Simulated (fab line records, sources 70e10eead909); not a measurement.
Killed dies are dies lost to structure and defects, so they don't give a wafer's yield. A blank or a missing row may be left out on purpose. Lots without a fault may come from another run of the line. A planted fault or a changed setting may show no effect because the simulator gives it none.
A struck lot beside a sound one | flow nand_harc | 15 steps out of a route of 1302
Sound: wafers L154.1, L154.4, L154.5. Struck: wafers L166.1, L166.3, L166.6. The cause comes at the end.
At each step with rows: each side's tool, then ch and its chambers, then its first start. Under that, the readings that differ: sound wafers | struck wafers | difference of the means | sigmas: that difference in standard deviations of wafers without a fault.
alike: readings whose means differ by less than 2 such deviations, and words and numbers that are the same on both sides. not compared: withheld readings, readings that some wafer has no value for, bounds like >300 that may hide the same value, and numbers for which the record gives no deviation and whose values overlap.
The two part at a step that has a row with sigmas, a row that says differs or no value, or rows on one side only. Numbers that don't overlap but have no deviation are shown without sigmas and don't part them. A reading that every wafer of one side lacks parts them only if that side has two wafers or more.

NHARC_P_GATE_CD_MEAS_46: target cd 720 nm.
  sound on cd_sem-02 ch 0, day 6 00:53; struck on cd_sem-03 ch 0, day 10 20:35
  alike: cd_nm
then, 1 step without rows for these wafers: NHARC_P_GATE_HARDBAKE_47 (time 80 s).
NHARC_P_GATE_DESCUM_48: chemistry O2, time 3 s.
  sound on rie_diel-04 ch 0,1,2, day 6 01:04; struck on rie_diel-11 ch 0,3, day 10 20:45
  reading               | sound             | struck            | difference | sigmas
  oes_product_au (a.u.) | 1.013 1.009 1.019 | 0.982 0.991 0.983 | -0.028     | -3
  alike: drypump_motor_current_A, rf_vpp_V, showerhead_plenum_p_Torr, throttle_valve_pct
  not compared: rf_hours_counter_h
then, 1 step without rows for these wafers: NHARC_P_GATE_IMPLANT_49.
NHARC_P_GATE_STRIP_111: strips in N2/H2, time 250 s.
  sound on plasma_asher-02 ch 0,1, day 6 01:29; struck on plasma_asher-02 ch 0,1, day 10 21:11
  alike: drypump_motor_current_A, heater_power_w
  not compared: rf_hours_counter_h
NHARC_P_GATE_STRIP_75: strips in O2.
  sound on plasma_asher-02 ch 0,1, day 6 01:45; struck on plasma_asher-02 ch 0,1, day 10 21:26
  alike: drypump_motor_current_A, heater_power_w
  not compared: rf_hours_counter_h
then, 6 steps without rows for these wafers: NHARC_P_GATE_STRIP_50 (strips in SPM, time 900 s); NHARC_P_GATE_DEHYDRATE_51 (time 120 s); NHARC_P_GATE_HMDS_52 (time 30 s); NHARC_P_GATE_COAT_53; NHARC_P_GATE_SOFTBAKE_54 (time 95 s); NHARC_P_GATE_EBR_55.
NHARC_P_GATE_EXPOSE_56: exposes mask P PSD, target cd 720 nm.
  sound on krf_scanner-04 ch 0, day 6 02:35; struck on krf_scanner-04 ch 0, day 10 22:12
  reading | sound                   | struck                           | difference | sigmas
  mask    | P_PSD#0 P_PSD#0 P_PSD#0 | P_PSD_R1#0 P_PSD_R1#0 P_PSD_R1#0 | differs    |
then, 1 step without rows for these wafers: NHARC_P_GATE_PEB_57 (peb time 85 s).
-- the record jumps here: 18 days lie between the struck wafers' starts before and after (it left off in module P_GATE and takes up again in module END, whose first step shown is number 1302 of the route) --
NHARC_END_SORT_01:
  sound on prober-01 ch 0, day 24 19:12; struck on prober-02 ch 0, day 29 06:55
  reading         | sound    | struck   | difference | sigmas
  killed_at_array | 77 58 74 | 28 20 24 | -46        | -3
  killed_dies     | 81 62 80 | 29 26 30 | -46        | -3
  alike: killed_at_other, killed_at_periphery, killed_open, killed_short

WHERE THEY PART
First at NHARC_P_GATE_DESCUM_48; last, within this record, at NHARC_END_SORT_01.

WHY: what the simulator had put in
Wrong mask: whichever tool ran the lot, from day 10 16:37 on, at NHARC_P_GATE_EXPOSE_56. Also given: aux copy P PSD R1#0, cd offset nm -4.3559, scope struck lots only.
